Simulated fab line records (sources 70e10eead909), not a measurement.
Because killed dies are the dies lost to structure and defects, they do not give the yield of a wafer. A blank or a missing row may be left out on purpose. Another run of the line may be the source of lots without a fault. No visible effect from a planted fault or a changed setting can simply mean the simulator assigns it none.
Matching of chambers	flow nand harc	NHARC_P_M2_DESCUM_14 on rie diel-01: 4 sister chambers
The step chemistry O2, time 3 s. 20 wafers are shown with their chamber, then 10 later ones without.

== EACH WAFER AND ITS CHAMBER ==
wafer	chamber	drypump motor current A (A)	rf vpp V (V)	oes product au (a.u.)
L074.1	3	6.0	57.4	1.001
L074.4	1	6.2	58.4	1.015
L074.6	3	6.1	57.4	0.991
L076.1	1	6.2	57.4	1.003
L076.2	2	4.8	59.0	1.004
L076.5	1	6.2	57.6	1.000
L077.4	2	4.8	58.5	1.012
L077.5	0	5.1	55.8	1.008
L077.6	1	6.2	58.3	0.999
L079.2	0	5.1	57.4	1.011
L079.4	1	6.2	57.9	1.007
L079.5	1	6.2	57.4	1.006
L080.4	0	5.1	57.0	1.009
L080.5	3	6.0	58.0	0.990
L080.6	0	5.1	57.6	1.007
L082.1	2	4.8	58.3	0.987
L082.2	1	6.2	57.2	1.010
L082.4	0	5.1	57.4	0.997
L083.1	2	4.8	59.5	1.000
L083.2	1	6.2	57.9	1.003

SIGNATURES (averages over the wafers above)
reading	chamber 0	chamber 1	chamber 2	chamber 3	scatter within a chamber
drypump motor current A	5.100	6.200	4.800	6.033	0.0204
rf vpp V	57.040	57.763	58.825	57.600	0.534
oes product au	1.00640	1.00537	1.00075	0.99400	0.0067
Rule: distance of a wafer from a chamber = root of the sum over the readings of ((wafer's reading minus chamber's mean) / reading's scatter) squared. The wafer belongs to the nearest chamber; if the next one is less than 2 further off, it can't be placed. The scatter: take each reading less its chamber's mean, square it, sum over the shown wafers, divide by the number of wafers less the number of chambers, and take the root.

== WAFERS WITH NO CHAMBER GIVEN ==
wafer	drypump motor current A (A)	rf vpp V (V)	oes product au (a.u.)
L083.3	6.1	58.0	1.002
L094.1	5.1	57.1	0.998
L094.2	6.2	57.0	1.007
L094.5	5.1	59.0	1.014
L096.1	4.8	58.7	1.012
L096.2	5.0	57.6	1.018
L096.6	4.8	60.0	1.008
L097.2	6.1	57.3	0.998
L097.5	5.1	57.7	1.015
L097.6	6.2	58.2	1.000

== EACH ONE'S CHAMBER ==
wafer	from the rows above	in truth
L083.3	can't be placed: 3 or 1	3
L094.1	0	0
L094.2	1	1
L094.5	0	0
L096.1	2	2
L096.2	0	0
L096.6	2	2
L097.2	can't be placed: 3 or 1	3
L097.5	0	0
L097.6	1	1
Placed correctly: 8 of 10. From these rows, 2 cannot be placed; in 2 the true chamber is one of the candidates. 0 placed wrongly.
